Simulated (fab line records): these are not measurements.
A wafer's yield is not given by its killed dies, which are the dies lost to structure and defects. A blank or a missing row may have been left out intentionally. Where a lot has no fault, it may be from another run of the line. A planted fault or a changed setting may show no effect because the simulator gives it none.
Which of the tools did it? -- flow n5Finfet -- 24 lots with 72 wafers sampled at 2 steps, on a route of 1938 steps

WHAT THE GAUGES SHOWED, per wafer
N5_BEOL_M4_INSPECT_13: inspects for defects (brightfield). Usual: rawDefectCount at 411, with a standard deviation of 100.
lot,measured,on,rawDefectCount,flag
L074,day 7 22:34,defectInspect-01,388 311 302,
L075,day 8 04:59,defectInspect-02,262 494 265,
L077,day 8 23:46,defectInspect-01,400 283 357,
L076,day 9 06:06,defectInspect-01,367 430 397,
L078,day 9 16:49,defectInspect-02,400 502 493,
L079,day 9 18:06,defectInspect-02,562 512 314,
L080,day 9 23:35,defectInspect-02,365 761 517,
L081,day 10 03:25,defectInspect-02,597 380 398,
L082,day 10 13:40,defectInspect-01,371 357 360,
L083,day 10 14:19,defectInspect-02,399 458 384,
L084,day 11 01:35,defectInspect-02,544 465 480,
L086,day 11 06:37,defectInspect-02,357 300 338,
L085,day 11 09:13,defectInspect-02,396 415 337,
L087,day 11 13:45,defectInspect-01,357 487 358,
L088,day 11 16:47,defectInspect-02,316 250 417,
L089,day 11 22:56,defectInspect-02,473 488 482,
L090,day 12 05:45,defectInspect-02,455 411 391,
L091,day 12 12:51,defectInspect-01,265 330 272,
L092,day 12 22:42,defectInspect-02,489 410 434,
L093,day 13 09:31,defectInspect-02,295 286 295,
L094,day 13 10:13,defectInspect-02,359 561 558,
L095,day 13 13:28,defectInspect-01,649 713 736,
L096,day 13 18:17,defectInspect-02,356 472 540,
L097,day 14 05:43,defectInspect-01,420 360 315,

EACH LOT AND THE TOOL THAT RAN IT (in order: tool; ch and the chambers of the sampled wafers; start)
lot,N5_BEOL_M4_PECVD_72
L074,"pecvd-01 ch 1,2, day 7 21:10"
L075,"pecvd-02 ch 0,1,2, day 8 03:07"
L077,"pecvd-01 ch 1,2, day 8 21:08"
L076,"pecvd-02 ch 0,2, day 9 04:35"
L078,"pecvd-02 ch 0, day 9 13:37"
L079,"pecvd-01 ch 0,2, day 9 17:23"
L080,"pecvd-04 ch 0,2, day 9 21:58"
L081,"pecvd-04 ch 0,1,2, day 10 02:32"
L082,"pecvd-04 ch 0,1, day 10 10:23"
L083,"pecvd-01 ch 1,2, day 10 13:01"
L084,"pecvd-02 ch 0,2, day 11 00:12"
L086,"pecvd-04 ch 0,1, day 11 05:34"
L085,"pecvd-04 ch 0,2, day 11 06:19"
L087,"pecvd-04 ch 0,1,2, day 11 11:29"
L088,"pecvd-01 ch 0,2, day 11 13:58"
L089,"pecvd-01 ch 0,1,2, day 11 20:47"
L090,"pecvd-01 ch 1,2, day 12 04:58"
L091,"pecvd-04 ch 0,2, day 12 11:24"
L092,"pecvd-02 ch 0,1,2, day 12 20:37"
L093,"pecvd-02 ch 0,2, day 13 08:28"
L094,"pecvd-02 ch 0,1,2, day 13 08:40"
L095,"pecvd-02 ch 0,2, day 13 10:28"
L096,"pecvd-01 ch 0,1,2, day 13 15:17"
L097,"pecvd-04 ch 0,1,2, day 14 05:11"
- N5_BEOL_M4_PECVD_72: deposits SiO2 from TEOS/O2, target thk 16 nm, time 18 s.

WHAT THE TOOLS THEMSELVES READ (means of the sampled wafers that have a number; where no wafer has one, the mark that the record gives instead)
N5_BEOL_M4_PECVD_72. Usual: heaterPowerOuterW 443 W, standard deviation 110; heaterPowerW 740 W, standard deviation 140; showerheadPlenumPTorr 8.79 Torr, standard deviation 0.069; susceptorTempC 400.01 C, standard deviation 0.24; throttleValvePct 22.7 %, standard deviation 0.99.
lot,tool,heaterPowerOuterW (W),heaterPowerW (W),showerheadPlenumPTorr (Torr),susceptorTempC (C),throttleValvePct (%),flag
L074,pecvd-01,454,766,8.83,400.06,24.3,
L075,pecvd-02,468,755,8.80,399.88,22.3,
L077,pecvd-01,437,743,8.84,399.91,24.4,
L076,pecvd-02,361,639,8.76,400.14,22.3,
L078,pecvd-02,420,743,8.76,400.16,22.2,
L079,pecvd-01,590,937,8.88,400.16,23.2,
L080,pecvd-04,482,805,8.74,399.84,22.2,
L081,pecvd-04,379,657,8.73,399.90,22.2,
L082,pecvd-04,390,675,8.73,400.11,22.5,
L083,pecvd-01,484,802,8.87,400.12,23.8,
L084,pecvd-02,373,637,8.78,400.16,21.5,
L086,pecvd-04,396,670,8.74,399.69,22.5,
L085,pecvd-04,435,729,8.71,399.62,21.9,
L087,pecvd-04,364,648,8.72,399.81,22.3,
L088,pecvd-01,530,870,8.88,400.20,23.4,
L089,pecvd-01,493,813,8.85,399.95,23.8,
L090,pecvd-01,458,775,8.83,399.88,24.4,
L091,pecvd-04,418,718,8.71,399.95,22.0,
L092,pecvd-02,410,691,8.79,400.02,21.8,
L093,pecvd-02,392,678,8.77,400.24,21.9,
L094,pecvd-02,417,700,8.79,400.20,21.7,
L095,pecvd-02,410,670,8.78,400.06,21.7,
L096,pecvd-01,516,849,8.84,399.90,23.9,
L097,pecvd-04,376,656,8.73,399.69,22.6,

THE ANSWER, worked out from the rows above alone
Rule: a lot counts as off when the mean over its wafers that have a number is more than 3 standard deviations away from the usual mean. A lot without any number at a reading at which 4 lots or more have one is off too. Where the step has rows for the other lots, those lots are counted as sound. First the gauges in route order, then the tools' own readings, where a lot's mean is used as printed above. The first step at which some lot is off is used, and at that step the reading that is off furthest; a lot without a number counts as furthest.
Across all readings shown, no lot is off: no conclusion can be drawn from this.

WHAT WAS PUT IN BY THE SIMULATOR
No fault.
